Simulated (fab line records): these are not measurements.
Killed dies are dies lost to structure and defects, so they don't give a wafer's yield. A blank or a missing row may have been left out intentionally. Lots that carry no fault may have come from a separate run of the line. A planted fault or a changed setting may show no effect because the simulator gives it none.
fab line records | flow n5-finfet
record lots=10 | wafers=30 | last-day=17
route steps=1938 shown PMOS_HMC_CHANNEL_EPI@74 FIN_SAQP@97 BEOL_M4@1111 PASSIVATION@1936
lots untouched by any fault: they come from a run of this same line in which no faults occurred
start-h: start of the lot's first displayed wafer, in hours after the record's first day | wait-h: how many hours have passed since the lot's step before this one | " same as the row above | L1.1+2: a single row standing in for several wafers | - no value present, or no start provided | * or withheld: withheld | < > ~ a bound
route shown NAME@n: NAME is a module with steps in the file, n the number in the route of the first one | usual: average and standard deviation across the fault-free wafers | same: alike in all rows | chamber/n: place in a boat | sites: readings site by site | _std_site: how widely they spread, as a standard deviation | _edge_site: the outer-site mean with the inner-site mean subtracted | radius-mm: for every site, how far away it sits from the centre of the wafer | mask NAME#n: copy n | behind: tool/chamber where the wafer was last shaped | hold: reason for holding the lot/hours on hold/outcome of the hold | device: the n, p or np transistor that did not switch | end of line: the same wafers' tests at the end of the route | a step with no rows: only its recipe | killed: the dies lost at the first sort to structure and to defects; this is not the yield of the wafer | map: a wafer's dies, marking killed ones x, the rest . and places with no die _
set.NAME: the run value of the setting; set.NAME@STEP: its run value at that earlier step | model.NAME: the simulator's own value behind a step, which no gauge read
route steps across a sampled set of lots; one table per step, one row per wafer
services: the hour from which a tool's chamber was out of use, counted from the record's first day as start-h (under 0 if before that day), plus the number of hours and why
## steps
# step N5_PMOS_HMC_CHANNEL_EPI_FIN_RECESS_16
# recipe chemistry=HBr/Cl2 | target=Si | mask-material=SiO2 | target-depth-a=540 | time-s=18 | pressure-mtorr=10 | icp-w=800 | bias-w=75 | HBr_flow_sccm=150 | Cl2_flow_sccm=80
# usual chamber-pressure-mTorr=10.000/0.0092 | drypump-motor-current-A=5.7/0.47 | oes-product-au=1.008/0.019 | throttle-valve-pct=35.5/0.38
lot.wafer | tool      | chamber | start-h | wait-h | chamber-pressure-mTorr | drypump-motor-current-A | oes-product-au | rf-hours-counter-h | throttle-valve-pct
L397.1    | rie-si-04 | 2       | 18.42   | 0.0    | 9.998                  | 5.3                     | 1.015          | 105                | 35.5
L397.3    | "         | 0       | "       | "      | 10.014                 | 5.7                     | 1.008          | 86                 | 35.3
L397.6    | "         | 3       | "       | "      | 10.011                 | 6.1                     | 0.980          | -                  | 35.4
L400.2    | rie-si-06 | 1       | 35.88   | 0.0    | 9.994                  | 5.7                     | 0.989          | 127                | 35.9
L400.3    | "         | 2       | "       | "      | 9.994                  | 5.6                     | 0.992          | 154                | 35.8
L400.6    | "         | 2       | "       | "      | 9.997                  | 5.6                     | 0.997          | -                  | 35.8
L405.3    | rie-si-04 | 2       | 66.12   | 0.0    | 10.000                 | 5.3                     | 1.025          | 106                | 35.5
L405.5    | "         | 3       | "       | "      | 9.997                  | 6.1                     | 0.976          | -                  | 35.4
L405.6    | "         | 0       | "       | "      | 10.008                 | 5.7                     | 1.001          | -                  | 35.3
L406.2    | rie-si-01 | 2       | 71.41   | 0.0    | 9.981                  | 5.9                     | 1.019          | 5                  | 35.5
L406.3    | "         | 3       | "       | "      | 9.991                  | 5.4                     | 1.027          | 2                  | 34.9
L406.5    | "         | 0       | "       | "      | 10.022                 | 6.6                     | 1.006          | -                  | 36.1
L410.1    | rie-si-01 | 3       | 95.75   | 0.0    | 9.991                  | 5.4                     | 1.024          | 3                  | 34.9
L410.5    | "         | 3       | "       | "      | 10.015                 | 5.4                     | 1.026          | -                  | 34.9
L410.6    | "         | 0       | "       | "      | 9.998                  | 6.6                     | 0.990          | -                  | 36.1
L414.2    | rie-si-04 | 1       | 120.29  | 0.0    | 9.996                  | 4.9                     | 1.025          | 171                | 35.9
L414.4    | "         | 0       | "       | "      | 9.996                  | 5.7                     | 1.002          | 88                 | 35.3
L414.6    | "         | 1       | "       | "      | 9.999                  | 4.9                     | 1.021          | -                  | 35.8
L415.1    | rie-si-04 | 3       | 126.98  | 0.0    | 10.002                 | 6.1                     | 0.972          | 8                  | 35.4
L415.2    | "         | 2       | "       | "      | 9.999                  | 5.3                     | 1.030          | 107                | 35.5
L415.3    | "         | 0       | "       | "      | 10.006                 | 5.7                     | 1.000          | 88                 | 35.3
L416.2    | rie-si-01 | 0       | 132.03  | 0.0    | 10.006                 | 6.6                     | 0.989          | 56                 | 36.1
L416.4    | "         | 1       | "       | "      | 10.000                 | 5.9                     | 1.028          | 42                 | 35.0
L416.5    | "         | 1       | "       | "      | 10.001                 | 5.9                     | 1.035          | -                  | 35.0
L418.2    | rie-si-04 | 2       | 143.43  | 0.0    | 10.010                 | 5.3                     | 1.026          | 107                | 35.5
L418.5    | "         | 1       | "       | "      | 10.000                 | 4.9                     | 1.020          | -                  | 35.9
L418.6    | "         | 0       | "       | "      | 10.010                 | 5.7                     | 1.004          | -                  | 35.3
L419.2    | rie-si-01 | 2       | 149.56  | 0.0    | 9.988                  | 5.8                     | 1.012          | 6                  | 35.5
L419.4    | "         | 0       | "       | "      | 9.993                  | 6.6                     | 0.977          | 56                 | 36.1
L419.5    | "         | 1       | "       | "      | 10.015                 | 5.8                     | 1.035          | -                  | 35.0
# step N5_FIN_SAQP_THK_MEAS_05
# usual thk-nm=37.8/0.58
lot.wafer | tool          | chamber | start-h | wait-h | thk-nm
L397.1    | film-metro-01 | -       | 21.85   | 0.1    | 38.1
L397.3    | "             | -       | "       | "      | 38.3
L397.6    | "             | -       | "       | "      | 38.2
L400.2    | film-metro-01 | -       | 38.89   | 0.1    | 38.0
L400.3    | "             | -       | "       | "      | 38.5
L400.6    | "             | -       | "       | "      | 38.7
L405.3    | film-metro-01 | -       | 69.10   | 0.1    | 37.0
L405.5    | "             | -       | "       | "      | 38.5
L405.6    | "             | -       | "       | "      | 38.4
L406.2    | film-metro-02 | -       | 74.38   | 0.1    | 37.0
L406.3    | "             | -       | "       | "      | 38.0
L406.5    | "             | -       | "       | "      | 37.4
L410.1    | film-metro-02 | -       | 100.77  | 0.1    | 37.7
L410.5    | "             | -       | "       | "      | 38.2
L410.6    | "             | -       | "       | "      | 37.7
L414.2    | film-metro-01 | -       | 124.22  | 0.1    | 37.5
L414.4    | "             | -       | "       | "      | 38.6
L414.6    | "             | -       | "       | "      | 37.1
L415.1    | film-metro-02 | -       | 130.25  | 0.1    | 37.1
L415.2    | "             | -       | "       | "      | 37.2
L415.3    | "             | -       | "       | "      | 37.3
L416.2    | film-metro-02 | -       | 135.24  | 0.1    | 39.0
L416.4    | "             | -       | "       | "      | 38.9
L416.5    | "             | -       | "       | "      | 38.8
L418.2    | film-metro-02 | -       | 146.45  | 0.1    | 37.8
L418.5    | "             | -       | "       | "      | 37.9
L418.6    | "             | -       | "       | "      | 38.4
L419.2    | film-metro-02 | -       | 152.72  | 0.1    | 38.2
L419.4    | "             | -       | "       | "      | 37.9
L419.5    | "             | -       | "       | "      | 38.0
# step N5_FIN_SAQP_PEB_14
# recipe peb-temp-c=withheld | peb-time-s=60 | resist=CAR-ArF
lot.wafer  | tool           | chamber | start-h | wait-h
L397.1+3+6 | litho-track-01 | 0       | 22.34   | 0.1
L400.2+3+6 | litho-track-03 | 0       | 39.41   | 0.0
L405.3+5+6 | litho-track-04 | 0       | 69.73   | 0.0
L406.2+3+5 | litho-track-03 | 0       | 74.90   | 0.0
L410.1+5+6 | litho-track-04 | 0       | 101.39  | 0.1
L414.2+4+6 | litho-track-03 | 0       | 124.76  | 0.0
L415.1+2+3 | litho-track-01 | 0       | 131.46  | 0.1
L416.2+4+5 | litho-track-01 | 0       | 135.73  | 0.0
L418.2+5+6 | litho-track-01 | 0       | 147.08  | 0.0
L419.2+4+5 | litho-track-01 | 0       | 153.35  | 0.0
# step N5_FIN_SAQP_CD_MEAS_16
# recipe target-cd-nm=35.6 | landing-energy-ev=500 | detector=se-inlens
# usual cd-nm=35.8/0.34
lot.wafer | tool      | chamber | start-h | wait-h | cd-nm
L397.1    | cd-sem-02 | 0       | 22.41   | -      | 35.6
L397.3    | "         | 0       | "       | "      | 35.7
L397.6    | "         | 0       | "       | "      | 35.8
L400.2    | cd-sem-02 | 0       | 39.48   | -      | 35.4
L400.3    | "         | 0       | "       | "      | 36.3
L400.6    | "         | 0       | "       | "      | 35.5
L405.3    | cd-sem-01 | 0       | 69.80   | -      | 36.5
L405.5    | "         | 0       | "       | "      | 37.1
L405.6    | "         | 0       | "       | "      | 36.5
L406.2    | cd-sem-01 | 0       | 74.97   | -      | 35.4
L406.3    | "         | 0       | "       | "      | 35.4
L406.5    | "         | 0       | "       | "      | 35.7
L410.1    | cd-sem-03 | 0       | 101.46  | -      | 37.7
L410.5    | "         | 0       | "       | "      | 36.6
L410.6    | "         | 0       | "       | "      | 37.2
L414.2    | cd-sem-02 | 0       | 124.83  | -      | 36.4
L414.4    | "         | 0       | "       | "      | 35.4
L414.6    | "         | 0       | "       | "      | 35.4
L415.1    | cd-sem-03 | 0       | 131.53  | -      | 35.2
L415.2    | "         | 0       | "       | "      | 35.9
L415.3    | "         | 0       | "       | "      | 35.2
L416.2    | cd-sem-02 | 0       | 135.80  | -      | 35.5
L416.4    | "         | 0       | "       | "      | 35.7
L416.5    | "         | 0       | "       | "      | 35.5
L418.2    | cd-sem-01 | 0       | 147.15  | -      | 35.8
L418.5    | "         | 0       | "       | "      | 35.5
L418.6    | "         | 0       | "       | "      | 35.0
L419.2    | cd-sem-03 | 0       | 153.42  | -      | 35.6
L419.4    | "         | 0       | "       | "      | 35.8
L419.5    | "         | 0       | "       | "      | 35.3
# step N5_FIN_SAQP_INSPECT_18
# recipe mode=adi | inspect-instrument=brightfield
# usual raw-defect-count=450/130
lot.wafer | tool              | chamber | start-h | wait-h | raw-defect-count
L397.1    | defect-inspect-02 | -       | 22.48   | 0.0    | 299
L397.3    | "                 | -       | "       | "      | 283
L397.6    | "                 | -       | "       | "      | 334
L400.2    | defect-inspect-02 | -       | 39.54   | 0.0    | 395
L400.3    | "                 | -       | "       | "      | 292
L400.6    | "                 | -       | "       | "      | 436
L405.3    | defect-inspect-01 | -       | 69.86   | 0.0    | 561
L405.5    | "                 | -       | "       | "      | 717
L405.6    | "                 | -       | "       | "      | 600
L406.2    | defect-inspect-02 | -       | 75.03   | 0.0    | 451
L406.3    | "                 | -       | "       | "      | 379
L406.5    | "                 | -       | "       | "      | 439
L410.1    | defect-inspect-02 | -       | 101.52  | 0.0    | 371
L410.5    | "                 | -       | "       | "      | 350
L410.6    | "                 | -       | "       | "      | 327
L414.2    | defect-inspect-02 | -       | 124.89  | 0.0    | 266
L414.4    | "                 | -       | "       | "      | 345
L414.6    | "                 | -       | "       | "      | 350
L415.1    | defect-inspect-01 | -       | 131.60  | 0.0    | 543
L415.2    | "                 | -       | "       | "      | 616
L415.3    | "                 | -       | "       | "      | 627
L416.2    | defect-inspect-01 | -       | 135.87  | 0.0    | 494
L416.4    | "                 | -       | "       | "      | 669
L416.5    | "                 | -       | "       | "      | 602
L418.2    | defect-inspect-02 | -       | 147.21  | 0.0    | 343
L418.5    | "                 | -       | "       | "      | 427
L418.6    | "                 | -       | "       | "      | 313
L419.2    | defect-inspect-01 | -       | 153.48  | 0.0    | 435
L419.4    | "                 | -       | "       | "      | 282
L419.5    | "                 | -       | "       | "      | 395
# step N5_BEOL_M4_RC_MEAS_101
# usual DIBL_N=37.3/2.3 | DIBL_P=37.4/2.9 | IOFF_N=0.18/0.045 | IOFF_P=0.25/0.054 | ION_N=679/15 | ION_P=468/9.7 | SS_N=71.8/0.62 | SS_P=73.6/0.76 | VT_N=248/4.1 | VT_P=-248/3.6
lot.wafer | tool      | chamber | start-h | wait-h | DIBL_N[mV/V] | DIBL_P[mV/V] | IOFF_N[nA/um] | IOFF_P[nA/um] | ION_N[uA/um] | ION_P[uA/um] | SS_N[mV/dec] | SS_P[mV/dec] | VT_N[mV] | VT_P[mV]
L397.1    | prober-02 | 0       | 163.72  | 0.0    | 40.0         | 39.1         | 0.22          | 0.33          | 686          | 470          | 71.7         | 73.7         | 242      | -242
L397.3    | "         | 0       | "       | "      | 36.8         | 35.1         | 0.16          | 0.23          | 680          | 469          | 71.4         | 73.0         | 249      | -248
L397.6    | "         | 0       | "       | "      | 42.1         | 40.9         | 0.27          | 0.35          | 691          | 472          | 72.3         | 74.2         | 243      | -241
L400.2    | prober-01 | 0       | 189.22  | 0.2    | 37.0         | 38.6         | 0.17          | 0.24          | 697          | 480          | 71.6         | 72.8         | 247      | -249
L400.3    | "         | 0       | "       | "      | 32.8         | 32.4         | 0.09          | 0.14          | 651          | 450          | 71.4         | 71.4         | 259      | -254
L400.6    | "         | 0       | "       | "      | 34.7         | 35.2         | 0.12          | 0.18          | 666          | 459          | 71.6         | 72.1         | 253      | -249
L405.3    | prober-02 | 0       | 216.15  | 0.3    | 40.4         | 39.5         | 0.25          | 0.31          | 708          | 483          | 72.6         | 74.4         | 242      | -243
L405.5    | "         | 0       | "       | "      | 38.3         | 36.6         | 0.18          | 0.26          | 667          | 464          | 71.1         | 73.6         | 246      | -245
L405.6    | "         | 0       | "       | "      | 38.9         | 38.0         | 0.20          | 0.27          | 701          | 481          | 72.2         | 73.5         | 245      | -245
L406.2    | prober-02 | 0       | 218.02  | 0.2    | 39.1         | 39.9         | 0.21          | 0.28          | 685          | 467          | 71.8         | 74.1         | 245      | -247
L406.3    | "         | 0       | "       | "      | 38.3         | 37.7         | 0.19          | 0.24          | 680          | 461          | 71.5         | 72.9         | 248      | -249
L406.5    | "         | 0       | "       | "      | 41.6         | 44.0         | 0.27          | 0.34          | 706          | 480          | 73.0         | 75.6         | 244      | -245
L410.1    | prober-02 | 0       | 260.49  | 0.0    | 39.9         | 41.6         | 0.25          | 0.33          | 703          | 481          | 71.6         | 73.8         | 245      | -243
L410.5    | "         | 0       | "       | "      | 33.8         | 33.4         | 0.12          | 0.18          | 675          | 470          | 71.2         | 72.9         | 252      | -251
L410.6    | "         | 0       | "       | "      | 36.5         | 36.2         | 0.15          | 0.22          | 658          | 465          | 71.5         | 73.8         | 253      | -247
L414.2    | prober-01 | 0       | 270.82  | 0.2    | 38.4         | 39.6         | 0.22          | 0.29          | 672          | 459          | 73.0         | 74.3         | 248      | -246
L414.4    | "         | 0       | "       | "      | 36.5         | 37.6         | 0.18          | 0.25          | 695          | 473          | 71.3         | 74.1         | 248      | -246
L414.6    | "         | 0       | "       | "      | 37.4         | 38.9         | 0.21          | 0.28          | 703          | 474          | 71.7         | 74.2         | 245      | -244
L415.1    | prober-01 | 0       | 274.23  | 0.0    | 38.1         | 38.7         | 0.18          | 0.23          | 679          | 459          | 72.0         | 73.5         | 246      | -250
L415.2    | "         | 0       | "       | "      | 39.1         | 39.5         | 0.20          | 0.24          | 674          | 458          | 71.9         | 73.8         | 246      | -250
L415.3    | "         | 0       | "       | "      | 36.4         | 35.6         | 0.16          | 0.19          | 685          | 465          | 71.9         | 73.0         | 249      | -252
L416.2    | prober-02 | 0       | 274.66  | 0.2    | 39.6         | 38.4         | 0.19          | 0.25          | 683          | 464          | 71.9         | 74.1         | 248      | -251
L416.4    | "         | 0       | "       | "      | 41.1         | 40.5         | 0.23          | 0.32          | 682          | 467          | 73.4         | 74.8         | 246      | -244
L416.5    | "         | 0       | "       | "      | 36.8         | 33.9         | 0.14          | 0.17          | 653          | 449          | 71.7         | 72.3         | 255      | -253
L418.2    | prober-02 | 0       | 295.89  | 0.2    | 40.7         | 41.8         | 0.23          | 0.30          | 679          | 467          | 72.8         | 73.9         | 244      | -248
L418.5    | "         | 0       | "       | "      | 35.8         | 35.6         | 0.14          | 0.20          | 662          | 462          | 71.7         | 73.1         | 252      | -252
L418.6    | "         | 0       | "       | "      | 39.5         | 41.2         | 0.22          | 0.28          | 677          | 464          | 73.2         | 74.6         | 246      | -249
L419.2    | prober-01 | 0       | 300.67  | 0.2    | 38.2         | 37.6         | 0.17          | 0.22          | 663          | 455          | 72.4         | 73.6         | 254      | -252
L419.4    | "         | 0       | "       | "      | 38.9         | 41.0         | 0.22          | 0.31          | 688          | 470          | 72.6         | 74.6         | 244      | -246
L419.5    | "         | 0       | "       | "      | 34.8         | 34.9         | 0.12          | 0.19          | 654          | 460          | 71.5         | 73.9         | 257      | -251
# step N5_PASSIVATION_PROBE_49
# usual defect-limited-yield=91.3/1.5 | killed_at_M0_to_M3=35/8.7 | killed_at_M4_up=14/5.5 | killed-at-contacts=11/5.6 | killed-at-front-end=39/13 | killed-at-other=3.7/2.2 | killed-dies=103/18 | killed-open=69/14 | killed-short=33/7.8 | sort_bin_5_function=5.1/0.99 | sort_bin_6_memory=3.3/0.67 | sort_bin_8_speed=0.02/0.17 | sort-n-pass=1077/18 | sort-yield-pct=91.2/1.5
# same gross-dies=1180 | killed-at-back-side=0 | sort_bin_4_leakage[%]=0
lot.wafer | tool      | chamber | start-h | wait-h | defect-limited-yield[%] | killed_at_M0_to_M3 | killed_at_M4_up | killed-at-contacts | killed-at-front-end | killed-at-other | killed-dies | killed-open | killed-short | sort_bin_5_function[%] | sort_bin_6_memory[%] | sort_bin_8_speed[%] | sort-n-pass | sort-yield-pct[%]
L406.2    | prober-01 | -       | 325.68  | 0.1    | 91.3                    | 40                 | 21              | 3                  | 35                  | 4               | 103         | 71          | 30           | 4.8                    | 3.8                  | 0                   | 1077        | 91.3
L406.3    | prober-01 | -       | 325.73  | 0.1    | 90.4                    | 38                 | 16              | 6                  | 50                  | 3               | 113         | 73          | 33           | 5.5                    | 3.6                  | 0                   | 1067        | 90.4
L406.5    | prober-01 | -       | 325.83  | 0.2    | 91.2                    | 30                 | 12              | 7                  | 49                  | 6               | 104         | 58          | 44           | 5.4                    | 3.1                  | 0                   | 1076        | 91.2
L410.1    | prober-02 | -       | 359.58  | 0.0    | 93.1                    | 28                 | 11              | 8                  | 34                  | 0               | 81          | 52          | 29           | 4.4                    | 2.2                  | 0                   | 1099        | 93.1
L410.5    | prober-02 | -       | 359.78  | 0.2    | 91.8                    | 34                 | 19              | 6                  | 37                  | 1               | 97          | 64          | 33           | 5.3                    | 2.5                  | 0                   | 1083        | 91.8
L410.6    | prober-02 | -       | 359.83  | 0.3    | 91.2                    | 36                 | 10              | 7                  | 44                  | 7               | 104         | 64          | 39           | 6.0                    | 2.5                  | 0                   | 1076        | 91.2
# killed by level:class
L406.2 BEOL_M2:geometric-particle:open=11 BEOL_M1:geometric-particle:open=9 BEOL_M4:geometric-particle:open=9 FIN_SAQP:geometric-particle:short=8 FIN_SAQP:geometric-particle:open=8 BEOL_M0_SAQP:geometric-particle:short=6 BEOL_M0:geometric-particle:open=5 DUMMY_GATE:geometric-particle:open=4
L406.3 BEOL_M3:geometric-particle:open=13 STI_FIN_REVEAL:geometric-particle:open=11 FIN_SAQP:geometric-particle:open=10 FIN_SAQP:geometric-particle:short=7 BEOL_M0_SAQP:geometric-particle:short=7 STARTING-WAFER:geometric-particle:short=7 DUMMY_GATE:geometric-particle:open=5 MOL_CONTACT_COAG:geometric-particle:open=5
L406.5 FIN_SAQP:geometric-particle:short=22 FIN_SAQP:geometric-particle:open=12 BEOL_M3:geometric-particle:open=9 MOL_CONTACT_COAG:geometric-particle:open=7 BEOL_M0_SAQP:geometric-particle:short=6 STI_FIN_REVEAL:geometric-particle:open=5 BEOL_M1:geometric-particle:open=5 BEOL_M0_SAQP:geometric-particle:open=4
L410.1 FIN_SAQP:geometric-particle:short=12 FIN_SAQP:geometric-particle:open=8 MOL_CONTACT_COAG:geometric-particle:open=7 BEOL_M0_SAQP:geometric-particle:open=7 BEOL_M1:geometric-particle:open=6 BEOL_M4:geometric-particle:open=5 BEOL_M0_SAQP:geometric-particle:short=4 STI_FIN_REVEAL:geometric-particle:open=3
L410.5 FIN_SAQP:geometric-particle:short=11 FIN_SAQP:geometric-particle:open=10 BEOL_M4:geometric-particle:open=10 BEOL_M0_SAQP:geometric-particle:open=9 DUMMY_GATE:geometric-particle:open=6 MOL_CONTACT_COAG:geometric-particle:open=6 BEOL_M1:geometric-particle:open=6 BEOL_M0_SAQP:geometric-particle:short=4
L410.6 FIN_SAQP:geometric-particle:open=13 FIN_SAQP:geometric-particle:short=11 BEOL_M0_SAQP:geometric-particle:open=7 BEOL_M1:geometric-particle:open=6 STI_FIN_REVEAL:geometric-particle:open=5 MOL_CONTACT_COAG:geometric-particle:open=5 BEOL_M0_SAQP:geometric-particle:short=5 BEOL_M2:geometric-particle:open=5
## services
tool           | chamber | start-h | hours | kind
rie-si-01      | -       | -4.13   | 2.8   | pm
rie-si-06      | 0       | 2.39    | 8.5   | repair
rie-si-06      | 3       | 5.37    | 8.2   | repair
litho-track-04 | -       | 22.67   | -     | consumable-replace:filter
rie-si-06      | -       | 75.98   | 0.6   | repair
rie-si-01      | -       | 130.48  | 0.5   | repair
litho-track-04 | -       | 148.66  | -     | consumable-replace:filter
## key
first-sign step=N5_FIN_SAQP_CD_MEAS_16 | reading=cd-nm | direction=up | sigmas=3.4 | usual=35.8 | struck=36.9
effect none on later readings
met-at N5_FIN_SAQP_PEB_14
struck-lots L405,L410
not-acting-at N5_PMOS_HMC_CHANNEL_EPI_FIN_RECESS_16,N5_FIN_SAQP_THK_MEAS_05,N5_FIN_SAQP_INSPECT_18
fault kind=process-parameter-drift | tool=litho-track-04 | chamber=- | onset-h=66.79 | steps=N5_FIN_SAQP_PEB_14 | channel=peb-time-s | offset=* | shape=step | end-h=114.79 | acts-in=* | stated=*
